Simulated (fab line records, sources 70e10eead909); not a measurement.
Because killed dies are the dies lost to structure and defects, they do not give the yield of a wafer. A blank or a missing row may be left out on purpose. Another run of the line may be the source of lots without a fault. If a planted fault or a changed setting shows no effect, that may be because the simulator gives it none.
Chamber matching || flow nandHarc || NHARC_A_CONTACT_DESCUM_13 on rieDiel-13 has 4 sister chambers
The step chemistry O2, time 3 s. 8 wafers are shown with their chamber, then 7 later ones without.

## EACH WAFER AND ITS CHAMBER
{"wafer": "L075.5", "chamber": 2, "drypumpMotorCurrentA (A)": 5.8, "showerheadPlenumPTorr (Torr)": 1.81}
{"wafer": "L084.2", "chamber": 3, "drypumpMotorCurrentA (A)": 6.2, "showerheadPlenumPTorr (Torr)": 1.86}
{"wafer": "L084.5", "chamber": 1, "drypumpMotorCurrentA (A)": 6.7, "showerheadPlenumPTorr (Torr)": 1.87}
{"wafer": "L085.1", "chamber": 0, "drypumpMotorCurrentA (A)": 5.7, "showerheadPlenumPTorr (Torr)": 1.89}
{"wafer": "L085.5", "chamber": 0, "drypumpMotorCurrentA (A)": 5.7, "showerheadPlenumPTorr (Torr)": 1.89}
{"wafer": "L085.6", "chamber": 3, "drypumpMotorCurrentA (A)": 6.2, "showerheadPlenumPTorr (Torr)": 1.86}
{"wafer": "L089.1", "chamber": 1, "drypumpMotorCurrentA (A)": 6.7, "showerheadPlenumPTorr (Torr)": 1.87}
{"wafer": "L089.2", "chamber": 2, "drypumpMotorCurrentA (A)": 5.9, "showerheadPlenumPTorr (Torr)": 1.80}

## WAFERS WHOSE CHAMBER IS MISSING
{"wafer": "L089.5", "drypumpMotorCurrentA (A)": 6.6, "showerheadPlenumPTorr (Torr)": 1.87}
{"wafer": "L093.1", "drypumpMotorCurrentA (A)": 6.6, "showerheadPlenumPTorr (Torr)": 1.86}
{"wafer": "L093.3", "drypumpMotorCurrentA (A)": 6.2, "showerheadPlenumPTorr (Torr)": 1.86}
{"wafer": "L093.4", "drypumpMotorCurrentA (A)": 5.9, "showerheadPlenumPTorr (Torr)": 1.79}
{"wafer": "L096.2", "drypumpMotorCurrentA (A)": 5.9, "showerheadPlenumPTorr (Torr)": 1.79}
{"wafer": "L096.4", "drypumpMotorCurrentA (A)": 6.6, "showerheadPlenumPTorr (Torr)": 1.86}
{"wafer": "L096.6", "drypumpMotorCurrentA (A)": 5.7, "showerheadPlenumPTorr (Torr)": 1.89}

## WHICH CHAMBER EACH ONE RAN IN
{"wafer": "L089.5", "from the rows above": 1, "in truth": 1}
{"wafer": "L093.1", "from the rows above": 1, "in truth": 1}
{"wafer": "L093.3", "from the rows above": 3, "in truth": 3}
{"wafer": "L093.4", "from the rows above": 2, "in truth": 2}
{"wafer": "L096.2", "from the rows above": 2, "in truth": 2}
{"wafer": "L096.4", "from the rows above": 1, "in truth": 1}
{"wafer": "L096.6", "from the rows above": 0, "in truth": 0}
7 of 7 placed correctly. Left unplaced by these rows: 0. 0 placed wrongly.
How it was worked out, from the rows above alone: a wafer's distance from a chamber is the root of the sum, over the readings, of the square of ((its reading less the chamber's mean) divided by the reading's scatter). If the next closest chamber is less than 2 further off than the closest, the wafer can't be placed; otherwise it belongs to the closest. Each chamber's mean is taken over the wafers shown for it. How the scatter is found: for the shown wafers, subtract from each reading the mean of its chamber, square and add these, divide the total by (wafers less chambers), then take the root.
